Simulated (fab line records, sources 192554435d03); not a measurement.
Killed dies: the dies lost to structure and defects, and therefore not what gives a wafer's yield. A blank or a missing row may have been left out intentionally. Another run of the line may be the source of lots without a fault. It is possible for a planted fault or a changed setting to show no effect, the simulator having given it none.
The tool behind it: which one? / flow n5Finfet / Sampling: 24 lots, 72 wafers, 5 of 1938 route steps

== WHAT EACH GAUGE READ, for each wafer ==
N5_BEOL_M4_INSPECT_59: inspects for defects (darkfield). Usual: rawDefectCount 62, standard deviation 21.
lot=L075; measured=day 8 23:32; on=defectInspect-01; rawDefectCount=76 67 59; flag=
lot=L074; measured=day 9 03:22; on=defectInspect-02; rawDefectCount=62 59 48; flag=
lot=L076; measured=day 9 18:26; on=defectInspect-02; rawDefectCount=98 70 89; flag=
lot=L077; measured=day 9 18:29; on=defectInspect-01; rawDefectCount=65 65 53; flag=
lot=L078; measured=day 10 00:51; on=defectInspect-01; rawDefectCount=37 43 41; flag=
lot=L079; measured=day 10 02:00; on=defectInspect-01; rawDefectCount=49 51 62; flag=
lot=L081; measured=day 10 04:48; on=defectInspect-01; rawDefectCount=39 51 46; flag=
lot=L080; measured=day 10 05:00; on=defectInspect-01; rawDefectCount=57 70 56; flag=
lot=L082; measured=day 10 08:04; on=defectInspect-02; rawDefectCount=86 44 56; flag=
lot=L083; measured=day 11 07:43; on=defectInspect-01; rawDefectCount=67 85 58; flag=
lot=L084; measured=day 12 02:33; on=defectInspect-01; rawDefectCount=84 121 86; flag=
lot=L085; measured=day 12 18:57; on=defectInspect-02; rawDefectCount=57 64 70; flag=
lot=L086; measured=day 12 23:46; on=defectInspect-01; rawDefectCount=112 68 103; flag=
lot=L087; measured=day 13 02:19; on=defectInspect-01; rawDefectCount=54 48 101; flag=
lot=L088; measured=day 13 23:40; on=defectInspect-01; rawDefectCount=79 73 79; flag=
lot=L089; measured=day 14 05:11; on=defectInspect-01; rawDefectCount=56 86 103; flag=
lot=L090; measured=day 14 17:09; on=defectInspect-01; rawDefectCount=44 53 47; flag=
lot=L094; measured=day 14 22:21; on=defectInspect-02; rawDefectCount=70 51 45; flag=
lot=L092; measured=day 15 02:08; on=defectInspect-01; rawDefectCount=62 20 56; flag=
lot=L093; measured=day 15 02:36; on=defectInspect-01; rawDefectCount=48 56 57; flag=
lot=L091; measured=day 15 04:54; on=defectInspect-02; rawDefectCount=76 53 58; flag=
lot=L095; measured=day 15 08:35; on=defectInspect-02; rawDefectCount=105 133 63; flag=
lot=L097; measured=day 15 19:58; on=defectInspect-01; rawDefectCount=32 37 39; flag=
lot=L096; measured=day 16 03:16; on=defectInspect-01; rawDefectCount=53 34 35; flag=

N5_BEOL_M4_RC_MEAS_101. Usual: DIBL_N 36.3 mV/V, standard deviation 1.2; DIBL_P 36.3 mV/V, standard deviation 1.4; IOFF_N 0.160 nA/um, standard deviation 0.02; IOFF_P 0.210 nA/um, standard deviation 0.025; ION_N 675 uA/um, standard deviation 9.5; ION_P 462 uA/um, standard deviation 7; SS_N 71.5 mV/dec, standard deviation 0.53; SS_P 73.4 mV/dec, standard deviation 0.55; VT_N 249.5 mV, standard deviation 2.6; VT_P -250.1 mV, standard deviation 2.9.
lot=L075; measured=day 8 23:34; on=prober-01; DIBL_N (mV/V)=34.6 34.2 36.5; DIBL_P (mV/V)=33.6 32.9 36.7; IOFF_N (nA/um)=0.135 0.121 0.167; IOFF_P (nA/um)=0.161 0.154 0.203; ION_N (uA/um)=666 663 674; ION_P (uA/um)=450 452 462; SS_N (mV/dec)=72.3 71.7 72.4; SS_P (mV/dec)=72.7 73.2 73.9; VT_N (mV)=252.2 251.1 250.2; VT_P (mV)=-252.7 -256.1 -251.2; flag=
lot=L074; measured=day 9 03:32; on=prober-01; DIBL_N (mV/V)=36.1 35.3 34.3; DIBL_P (mV/V)=36.3 35.3 34.0; IOFF_N (nA/um)=0.164 0.164 0.140; IOFF_P (nA/um)=0.226 0.217 0.194; ION_N (uA/um)=678 682 667; ION_P (uA/um)=466 462 458; SS_N (mV/dec)=71.2 71.3 70.9; SS_P (mV/dec)=72.9 73.2 73.2; VT_N (mV)=249.9 249.6 252.4; VT_P (mV)=-248.1 -246.8 -250.2; flag=
lot=L076; measured=day 9 18:37; on=prober-02; DIBL_N (mV/V)=36.3 34.5 35.9; DIBL_P (mV/V)=34.9 32.6 34.7; IOFF_N (nA/um)=0.153 0.122 0.137; IOFF_P (nA/um)=0.215 0.183 0.208; ION_N (uA/um)=677 668 664; ION_P (uA/um)=470 466 461; SS_N (mV/dec)=71.7 70.6 70.9; SS_P (mV/dec)=73.4 73.0 74.0; VT_N (mV)=250.1 249.7 249.9; VT_P (mV)=-252.6 -251.5 -249.6; flag=
lot=L077; measured=day 9 18:59; on=prober-01; DIBL_N (mV/V)=35.4 35.3 35.5; DIBL_P (mV/V)=37.2 36.7 36.8; IOFF_N (nA/um)=0.147 0.145 0.142; IOFF_P (nA/um)=0.184 0.182 0.176; ION_N (uA/um)=676 670 670; ION_P (uA/um)=449 456 454; SS_N (mV/dec)=71.5 71.5 72.1; SS_P (mV/dec)=72.9 73.2 73.9; VT_N (mV)=252.4 252.5 255.6; VT_P (mV)=-253.0 -253.3 -251.6; flag=
lot=L078; measured=day 10 00:52; on=prober-01; DIBL_N (mV/V)=37.5 37.3 39.3; DIBL_P (mV/V)=36.8 36.6 38.2; IOFF_N (nA/um)=0.145 0.143 0.168; IOFF_P (nA/um)=0.188 0.180 0.201; ION_N (uA/um)=653 662 665; ION_P (uA/um)=450 453 455; SS_N (mV/dec)=71.6 71.6 72.5; SS_P (mV/dec)=73.6 73.6 73.5; VT_N (mV)=254.1 252.0 250.0; VT_P (mV)=-254.0 -252.6 -252.0; flag=
lot=L079; measured=day 10 02:20; on=prober-02; DIBL_N (mV/V)=36.7 36.0 35.7; DIBL_P (mV/V)=37.4 36.1 35.6; IOFF_N (nA/um)=0.178 0.155 0.147; IOFF_P (nA/um)=0.258 0.236 0.217; ION_N (uA/um)=679 667 668; ION_P (uA/um)=466 460 460; SS_N (mV/dec)=71.6 71.6 71.5; SS_P (mV/dec)=74.1 73.8 73.6; VT_N (mV)=245.1 250.2 247.7; VT_P (mV)=-243.4 -246.4 -246.2; flag=
lot=L081; measured=day 10 04:59; on=prober-02; DIBL_N (mV/V)=35.0 36.5 34.5; DIBL_P (mV/V)=36.0 37.3 36.1; IOFF_N (nA/um)=0.131 0.165 0.131; IOFF_P (nA/um)=0.170 0.196 0.177; ION_N (uA/um)=653 668 650; ION_P (uA/um)=447 458 446; SS_N (mV/dec)=71.3 72.1 71.4; SS_P (mV/dec)=72.8 74.0 74.1; VT_N (mV)=253.0 248.6 252.1; VT_P (mV)=-252.7 -252.3 -253.2; flag=
lot=L080; measured=day 10 05:20; on=prober-01; DIBL_N (mV/V)=37.9 37.2 36.4; DIBL_P (mV/V)=36.3 37.1 35.5; IOFF_N (nA/um)=0.179 0.172 0.152; IOFF_P (nA/um)=0.211 0.231 0.203; ION_N (uA/um)=692 684 677; ION_P (uA/um)=467 469 462; SS_N (mV/dec)=71.9 71.8 72.2; SS_P (mV/dec)=73.8 73.4 73.8; VT_N (mV)=249.8 250.0 251.3; VT_P (mV)=-250.3 -247.6 -250.0; flag=
lot=L082; measured=day 10 08:15; on=prober-02; DIBL_N (mV/V)=35.1 35.5 36.0; DIBL_P (mV/V)=36.0 35.5 37.3; IOFF_N (nA/um)=0.153 0.151 0.173; IOFF_P (nA/um)=0.219 0.206 0.240; ION_N (uA/um)=669 672 684; ION_P (uA/um)=472 463 472; SS_N (mV/dec)=71.1 71.0 70.8; SS_P (mV/dec)=73.1 73.2 73.6; VT_N (mV)=248.4 249.5 247.6; VT_P (mV)=-247.9 -250.1 -244.8; flag=
lot=L083; measured=day 11 07:54; on=prober-02; DIBL_N (mV/V)=36.4 34.4 34.4; DIBL_P (mV/V)=35.8 34.2 33.7; IOFF_N (nA/um)=0.157 0.134 0.129; IOFF_P (nA/um)=0.224 0.198 0.191; ION_N (uA/um)=671 666 661; ION_P (uA/um)=462 465 461; SS_N (mV/dec)=71.4 70.9 71.1; SS_P (mV/dec)=72.4 72.1 72.8; VT_N (mV)=251.7 250.7 250.5; VT_P (mV)=-247.5 -250.9 -251.9; flag=
lot=L084; measured=day 12 02:34; on=prober-01; DIBL_N (mV/V)=37.4 38.1 38.0; DIBL_P (mV/V)=37.5 37.9 37.0; IOFF_N (nA/um)=0.188 0.201 0.192; IOFF_P (nA/um)=0.264 0.283 0.258; ION_N (uA/um)=683 684 691; ION_P (uA/um)=474 473 472; SS_N (mV/dec)=71.3 71.3 71.4; SS_P (mV/dec)=72.9 73.1 73.5; VT_N (mV)=245.9 244.1 246.1; VT_P (mV)=-243.1 -245.8 -245.2; flag=
lot=L085; measured=day 12 18:58; on=prober-02; DIBL_N (mV/V)=35.2 35.2 36.1; DIBL_P (mV/V)=34.7 36.1 36.3; IOFF_N (nA/um)=0.131 0.147 0.147; IOFF_P (nA/um)=0.185 0.210 0.188; ION_N (uA/um)=658 684 664; ION_P (uA/um)=450 468 453; SS_N (mV/dec)=71.7 70.9 71.8; SS_P (mV/dec)=73.8 73.9 73.7; VT_N (mV)=254.0 251.6 252.1; VT_P (mV)=-251.0 -248.5 -253.5; flag=
lot=L086; measured=day 12 23:57; on=prober-02; DIBL_N (mV/V)=36.9 36.4 35.2; DIBL_P (mV/V)=36.0 36.5 34.8; IOFF_N (nA/um)=0.189 0.184 0.161; IOFF_P (nA/um)=0.241 0.248 0.212; ION_N (uA/um)=691 687 682; ION_P (uA/um)=476 469 465; SS_N (mV/dec)=72.0 71.9 71.8; SS_P (mV/dec)=73.2 73.6 73.0; VT_N (mV)=243.7 244.9 248.2; VT_P (mV)=-246.1 -246.3 -247.9; flag=
lot=L087; measured=day 13 02:29; on=prober-01; DIBL_N (mV/V)=37.2 37.8 37.4; DIBL_P (mV/V)=37.4 37.3 37.1; IOFF_N (nA/um)=0.169 0.180 0.168; IOFF_P (nA/um)=0.239 0.244 0.236; ION_N (uA/um)=684 679 679; ION_P (uA/um)=459 466 470; SS_N (mV/dec)=72.5 72.3 71.8; SS_P (mV/dec)=73.6 73.9 72.7; VT_N (mV)=247.4 245.2 250.2; VT_P (mV)=-250.6 -247.5 -246.4; flag=
lot=L088; measured=day 13 23:42; on=prober-02; DIBL_N (mV/V)=36.7 38.7 35.9; DIBL_P (mV/V)=36.2 38.6 35.9; IOFF_N (nA/um)=0.163 0.209 0.159; IOFF_P (nA/um)=0.195 0.239 0.207; ION_N (uA/um)=665 682 675; ION_P (uA/um)=451 460 461; SS_N (mV/dec)=71.7 72.5 72.3; SS_P (mV/dec)=73.4 73.7 73.2; VT_N (mV)=248.8 246.4 248.9; VT_P (mV)=-249.6 -246.2 -251.1; flag=
lot=L089; measured=day 14 05:13; on=prober-01; DIBL_N (mV/V)=36.4 35.2 37.0; DIBL_P (mV/V)=36.7 36.0 38.2; IOFF_N (nA/um)=0.158 0.150 0.183; IOFF_P (nA/um)=0.191 0.186 0.222; ION_N (uA/um)=683 678 688; ION_P (uA/um)=464 459 469; SS_N (mV/dec)=72.2 72.1 72.0; SS_P (mV/dec)=73.5 72.6 74.2; VT_N (mV)=251.5 249.7 247.0; VT_P (mV)=-252.5 -253.6 -250.8; flag=
lot=L090; measured=day 14 17:20; on=prober-01; DIBL_N (mV/V)=37.6 37.5 35.9; DIBL_P (mV/V)=37.1 38.0 35.6; IOFF_N (nA/um)=0.161 0.166 0.140; IOFF_P (nA/um)=0.217 0.232 0.205; ION_N (uA/um)=668 672 672; ION_P (uA/um)=463 459 463; SS_N (mV/dec)=72.0 72.5 71.4; SS_P (mV/dec)=73.6 74.2 73.5; VT_N (mV)=248.7 250.3 249.4; VT_P (mV)=-250.7 -246.4 -251.9; flag=
lot=L094; measured=day 14 22:32; on=prober-01; DIBL_N (mV/V)=35.8 35.5 34.8; DIBL_P (mV/V)=36.4 34.8 34.7; IOFF_N (nA/um)=0.172 0.154 0.147; IOFF_P (nA/um)=0.200 0.179 0.184; ION_N (uA/um)=682 676 677; ION_P (uA/um)=461 458 464; SS_N (mV/dec)=70.8 71.4 70.5; SS_P (mV/dec)=73.0 73.1 72.1; VT_N (mV)=246.2 247.9 250.8; VT_P (mV)=-253.4 -254.3 -251.8; flag=
lot=L092; measured=day 15 02:28; on=prober-02; DIBL_N (mV/V)=36.9 39.5 38.2; DIBL_P (mV/V)=37.5 40.0 38.9; IOFF_N (nA/um)=0.162 0.206 0.186; IOFF_P (nA/um)=0.215 0.265 0.236; ION_N (uA/um)=668 685 674; ION_P (uA/um)=463 464 457; SS_N (mV/dec)=71.9 71.7 71.6; SS_P (mV/dec)=73.5 74.6 74.7; VT_N (mV)=250.5 248.3 249.9; VT_P (mV)=-248.9 -246.1 -248.1; flag=
lot=L093; measured=day 15 02:38; on=prober-01; DIBL_N (mV/V)=38.0 35.9 35.7; DIBL_P (mV/V)=38.8 35.7 35.6; IOFF_N (nA/um)=0.173 0.131 0.134; IOFF_P (nA/um)=0.213 0.184 0.183; ION_N (uA/um)=667 659 650; ION_P (uA/um)=454 449 449; SS_N (mV/dec)=71.4 70.8 71.6; SS_P (mV/dec)=73.9 73.0 72.8; VT_N (mV)=249.4 253.3 253.9; VT_P (mV)=-251.8 -254.3 -253.9; flag=
lot=L091; measured=day 15 05:05; on=prober-02; DIBL_N (mV/V)=37.2 35.2 37.3; DIBL_P (mV/V)=34.9 33.0 35.3; IOFF_N (nA/um)=0.162 0.126 0.164; IOFF_P (nA/um)=0.192 0.172 0.212; ION_N (uA/um)=673 674 678; ION_P (uA/um)=456 459 460; SS_N (mV/dec)=71.7 71.4 71.6; SS_P (mV/dec)=73.2 73.3 73.9; VT_N (mV)=248.4 256.2 250.0; VT_P (mV)=-251.6 -251.6 -249.3; flag=
lot=L095; measured=day 15 08:37; on=prober-01; DIBL_N (mV/V)=36.0 35.2 35.2; DIBL_P (mV/V)=36.6 35.6 35.0; IOFF_N (nA/um)=0.165 0.144 0.141; IOFF_P (nA/um)=0.215 0.190 0.183; ION_N (uA/um)=682 674 679; ION_P (uA/um)=462 462 466; SS_N (mV/dec)=71.3 70.7 71.6; SS_P (mV/dec)=73.0 73.1 73.3; VT_N (mV)=247.6 250.9 252.5; VT_P (mV)=-251.8 -250.1 -251.1; flag=
lot=L097; measured=day 15 20:00; on=prober-01; DIBL_N (mV/V)=33.8 35.6 36.2; DIBL_P (mV/V)=35.9 36.3 37.2; IOFF_N (nA/um)=0.157 0.190 0.183; IOFF_P (nA/um)=0.187 0.194 0.204; ION_N (uA/um)=675 668 668; ION_P (uA/um)=459 452 452; SS_N (mV/dec)=70.8 71.2 71.7; SS_P (mV/dec)=73.3 73.7 74.0; VT_N (mV)=248.4 248.9 250.5; VT_P (mV)=-252.7 -254.3 -252.4; flag=
lot=L096; measured=day 16 03:17; on=prober-02; DIBL_N (mV/V)=35.3 34.8 34.6; DIBL_P (mV/V)=36.4 34.8 35.8; IOFF_N (nA/um)=0.154 0.143 0.151; IOFF_P (nA/um)=0.208 0.183 0.206; ION_N (uA/um)=679 683 691; ION_P (uA/um)=472 466 466; SS_N (mV/dec)=71.6 70.8 71.3; SS_P (mV/dec)=72.7 72.7 72.1; VT_N (mV)=247.8 248.7 250.1; VT_P (mV)=-249.9 -250.5 -247.9; flag=

N5_BEOL_M5_INSPECT_13: inspects for defects (brightfield). Usual: rawDefectCount 377, standard deviation 84.
lot=L075; measured=day 9 04:20; on=defectInspect-01; rawDefectCount=299 292 282; flag=
lot=L074; measured=day 9 05:49; on=defectInspect-02; rawDefectCount=297 425 360; flag=
lot=L076; measured=day 9 21:34; on=defectInspect-01; rawDefectCount=521 379 485; flag=
lot=L077; measured=day 9 21:37; on=defectInspect-02; rawDefectCount=570 419 389; flag=
lot=L078; measured=day 10 04:33; on=defectInspect-01; rawDefectCount=303 316 334; flag=
lot=L079; measured=day 10 04:42; on=defectInspect-01; rawDefectCount=398 364 432; flag=
lot=L081; measured=day 10 07:50; on=defectInspect-02; rawDefectCount=344 264 309; flag=
lot=L080; measured=day 10 09:28; on=defectInspect-01; rawDefectCount=306 489 584; flag=
lot=L082; measured=day 10 10:58; on=defectInspect-02; rawDefectCount=405 366 373; flag=
lot=L083; measured=day 11 11:36; on=defectInspect-01; rawDefectCount=419 336 411; flag=
lot=L084; measured=day 12 04:57; on=defectInspect-01; rawDefectCount=490 502 447; flag=
lot=L085; measured=day 12 21:06; on=defectInspect-02; rawDefectCount=348 363 504; flag=
lot=L086; measured=day 13 03:53; on=defectInspect-02; rawDefectCount=402 352 519; flag=
lot=L087; measured=day 13 07:02; on=defectInspect-01; rawDefectCount=337 328 519; flag=
lot=L088; measured=day 14 03:35; on=defectInspect-01; rawDefectCount=462 526 451; flag=
lot=L089; measured=day 14 08:03; on=defectInspect-01; rawDefectCount=226 329 316; flag=
lot=L090; measured=day 14 19:41; on=defectInspect-02; rawDefectCount=292 400 356; flag=
lot=L094; measured=day 15 01:44; on=defectInspect-01; rawDefectCount=328 296 304; flag=
lot=L092; measured=day 15 05:02; on=defectInspect-02; rawDefectCount=355 264 335; flag=
lot=L093; measured=day 15 05:19; on=defectInspect-02; rawDefectCount=492 385 388; flag=
lot=L091; measured=day 15 08:10; on=defectInspect-02; rawDefectCount=485 439 486; flag=
lot=L095; measured=day 15 11:32; on=defectInspect-01; rawDefectCount=514 452 308; flag=
lot=L097; measured=day 15 22:53; on=defectInspect-01; rawDefectCount=239 360 352; flag=
lot=L096; measured=day 16 06:46; on=defectInspect-02; rawDefectCount=331 314 276; flag=

== WHAT TOOL EACH LOT RAN ON (gives the tool, then ch and the chambers of the sampled wafers, and finally the start) ==
lot=L075; N5_BEOL_M4_ANNEAL_82=pvdSputter-03, day 8 21:10; N5_BEOL_M4_SPUTTER_96=pvdSputter-03, day 8 22:24
lot=L074; N5_BEOL_M4_ANNEAL_82=pvdSputter-01, day 9 01:03; N5_BEOL_M4_SPUTTER_96=pvdSputter-01, day 9 02:17
lot=L076; N5_BEOL_M4_ANNEAL_82=pvdSputter-03, day 9 15:53; N5_BEOL_M4_SPUTTER_96=pvdSputter-03, day 9 17:07
lot=L077; N5_BEOL_M4_ANNEAL_82=pvdSputter-02, day 9 15:57; N5_BEOL_M4_SPUTTER_96=pvdSputter-02, day 9 17:11
lot=L078; N5_BEOL_M4_ANNEAL_82=pvdSputter-01, day 9 22:31; N5_BEOL_M4_SPUTTER_96=pvdSputter-01, day 9 23:45
lot=L079; N5_BEOL_M4_ANNEAL_82=pvdSputter-03, day 9 23:35; N5_BEOL_M4_SPUTTER_96=pvdSputter-03, day 10 00:49
lot=L081; N5_BEOL_M4_ANNEAL_82=pvdSputter-03, day 10 02:29; N5_BEOL_M4_SPUTTER_96=pvdSputter-03, day 10 03:43
lot=L080; N5_BEOL_M4_ANNEAL_82=pvdSputter-02, day 10 02:32; N5_BEOL_M4_SPUTTER_96=pvdSputter-02, day 10 03:47
lot=L082; N5_BEOL_M4_ANNEAL_82=pvdSputter-03, day 10 05:43; N5_BEOL_M4_SPUTTER_96=pvdSputter-03, day 10 06:58
lot=L083; N5_BEOL_M4_ANNEAL_82=pvdSputter-01, day 11 05:25; N5_BEOL_M4_SPUTTER_96=pvdSputter-01, day 11 06:39
lot=L084; N5_BEOL_M4_ANNEAL_82=pvdSputter-02, day 12 00:14; N5_BEOL_M4_SPUTTER_96=pvdSputter-02, day 12 01:28
lot=L085; N5_BEOL_M4_ANNEAL_82=pvdSputter-01, day 12 16:35; N5_BEOL_M4_SPUTTER_96=pvdSputter-01, day 12 17:50
lot=L086; N5_BEOL_M4_ANNEAL_82=pvdSputter-03, day 12 21:24; N5_BEOL_M4_SPUTTER_96=pvdSputter-03, day 12 22:38
lot=L087; N5_BEOL_M4_ANNEAL_82=pvdSputter-03, day 12 23:59; N5_BEOL_M4_SPUTTER_96=pvdSputter-03, day 13 01:14
lot=L088; N5_BEOL_M4_ANNEAL_82=pvdSputter-01, day 13 21:22; N5_BEOL_M4_SPUTTER_96=pvdSputter-01, day 13 22:36
lot=L089; N5_BEOL_M4_ANNEAL_82=pvdSputter-01, day 14 02:40; N5_BEOL_M4_SPUTTER_96=pvdSputter-01, day 14 03:54
lot=L090; N5_BEOL_M4_ANNEAL_82=pvdSputter-01, day 14 14:43; N5_BEOL_M4_SPUTTER_96=pvdSputter-01, day 14 15:58
lot=L094; N5_BEOL_M4_ANNEAL_82=pvdSputter-02, day 14 19:50; N5_BEOL_M4_SPUTTER_96=pvdSputter-02, day 14 21:04
lot=L092; N5_BEOL_M4_ANNEAL_82=pvdSputter-01, day 14 23:29; N5_BEOL_M4_SPUTTER_96=pvdSputter-01, day 15 00:43
lot=L093; N5_BEOL_M4_ANNEAL_82=pvdSputter-03, day 14 23:37; N5_BEOL_M4_SPUTTER_96=pvdSputter-03, day 15 00:51
lot=L091; N5_BEOL_M4_ANNEAL_82=pvdSputter-03, day 15 02:30; N5_BEOL_M4_SPUTTER_96=pvdSputter-03, day 15 03:44
lot=L095; N5_BEOL_M4_ANNEAL_82=pvdSputter-03, day 15 06:12; N5_BEOL_M4_SPUTTER_96=pvdSputter-03, day 15 07:26
lot=L097; N5_BEOL_M4_ANNEAL_82=pvdSputter-01, day 15 15:38; N5_BEOL_M4_SPUTTER_96=pvdSputter-01, day 15 16:53
lot=L096; N5_BEOL_M4_ANNEAL_82=pvdSputter-03, day 15 23:39; N5_BEOL_M4_SPUTTER_96=pvdSputter-03, day 16 00:53
- N5_BEOL_M4_ANNEAL_82: time 240 s.
- N5_BEOL_M4_SPUTTER_96: material Cu, target thk 4.5 nm, time 8.29 s.

== AS READ BY THE TOOLS THEMSELVES (means over the sampled wafers that have a number; for cases with no such wafer, the mark the record gives instead) ==
N5_BEOL_M4_ANNEAL_82. Usual: heaterPowerW 789 W, standard deviation 110.
lot=L075; tool=pvdSputter-03; heaterPowerW (W)=753; flag=
lot=L074; tool=pvdSputter-01; heaterPowerW (W)=795; flag=
lot=L076; tool=pvdSputter-03; heaterPowerW (W)=709; flag=
lot=L077; tool=pvdSputter-02; heaterPowerW (W)=792; flag=
lot=L078; tool=pvdSputter-01; heaterPowerW (W)=806; flag=
lot=L079; tool=pvdSputter-03; heaterPowerW (W)=687; flag=
lot=L081; tool=pvdSputter-03; heaterPowerW (W)=914; flag=
lot=L080; tool=pvdSputter-02; heaterPowerW (W)=790; flag=
lot=L082; tool=pvdSputter-03; heaterPowerW (W)=672; flag=
lot=L083; tool=pvdSputter-01; heaterPowerW (W)=831; flag=
lot=L084; tool=pvdSputter-02; heaterPowerW (W)=789; flag=
lot=L085; tool=pvdSputter-01; heaterPowerW (W)=801; flag=
lot=L086; tool=pvdSputter-03; heaterPowerW (W)=816; flag=
lot=L087; tool=pvdSputter-03; heaterPowerW (W)=810; flag=
lot=L088; tool=pvdSputter-01; heaterPowerW (W)=782; flag=
lot=L089; tool=pvdSputter-01; heaterPowerW (W)=821; flag=
lot=L090; tool=pvdSputter-01; heaterPowerW (W)=811; flag=
lot=L094; tool=pvdSputter-02; heaterPowerW (W)=818; flag=
lot=L092; tool=pvdSputter-01; heaterPowerW (W)=781; flag=
lot=L093; tool=pvdSputter-03; heaterPowerW (W)=857; flag=
lot=L091; tool=pvdSputter-03; heaterPowerW (W)=870; flag=
lot=L095; tool=pvdSputter-03; heaterPowerW (W)=921; flag=
lot=L097; tool=pvdSputter-01; heaterPowerW (W)=742; flag=
lot=L096; tool=pvdSputter-03; heaterPowerW (W)=820; flag=

N5_BEOL_M4_SPUTTER_96. Usual: throttleValvePct 30.4 %, standard deviation 1.5.
lot=L075; tool=pvdSputter-03; throttleValvePct (%)=29.8; flag=
lot=L074; tool=pvdSputter-01; throttleValvePct (%)=29.8; flag=
lot=L076; tool=pvdSputter-03; throttleValvePct (%)=30.1; flag=
lot=L077; tool=pvdSputter-02; throttleValvePct (%)=30.4; flag=
lot=L078; tool=pvdSputter-01; throttleValvePct (%)=30.3; flag=
lot=L079; tool=pvdSputter-03; throttleValvePct (%)=30.4; flag=
lot=L081; tool=pvdSputter-03; throttleValvePct (%)=31.3; flag=
lot=L080; tool=pvdSputter-02; throttleValvePct (%)=30.3; flag=
lot=L082; tool=pvdSputter-03; throttleValvePct (%)=30.4; flag=
lot=L083; tool=pvdSputter-01; throttleValvePct (%)=31.5; flag=
lot=L084; tool=pvdSputter-02; throttleValvePct (%)=30.3; flag=
lot=L085; tool=pvdSputter-01; throttleValvePct (%)=30.2; flag=
lot=L086; tool=pvdSputter-03; throttleValvePct (%)=31.1; flag=
lot=L087; tool=pvdSputter-03; throttleValvePct (%)=31.0; flag=
lot=L088; tool=pvdSputter-01; throttleValvePct (%)=30.1; flag=
lot=L089; tool=pvdSputter-01; throttleValvePct (%)=30.7; flag=
lot=L090; tool=pvdSputter-01; throttleValvePct (%)=30.5; flag=
lot=L094; tool=pvdSputter-02; throttleValvePct (%)=29.4; flag=
lot=L092; tool=pvdSputter-01; throttleValvePct (%)=30.2; flag=
lot=L093; tool=pvdSputter-03; throttleValvePct (%)=30.5; flag=
lot=L091; tool=pvdSputter-03; throttleValvePct (%)=30.8; flag=
lot=L095; tool=pvdSputter-03; throttleValvePct (%)=31.2; flag=
lot=L097; tool=pvdSputter-01; throttleValvePct (%)=29.3; flag=
lot=L096; tool=pvdSputter-03; throttleValvePct (%)=30.5; flag=

== THE ANSWER, worked out from the rows above alone ==
Rule: a lot counts as off when the mean over its wafers that have a number is more than 3 standard deviations away from the usual mean. A lot without any number at a reading at which 4 lots or more have one is off too. The other lots that the step has rows for count as sound. The gauges are gone through in route order, then the tools' own readings, and for those a lot's mean is taken as printed above. At the first step where some lot is off, the reading lying furthest off is the one used; lots without a number count as furthest.
Nothing can be told from this: no lot is off at any reading shown.

== WHAT THE SIMULATOR PUT IN ==
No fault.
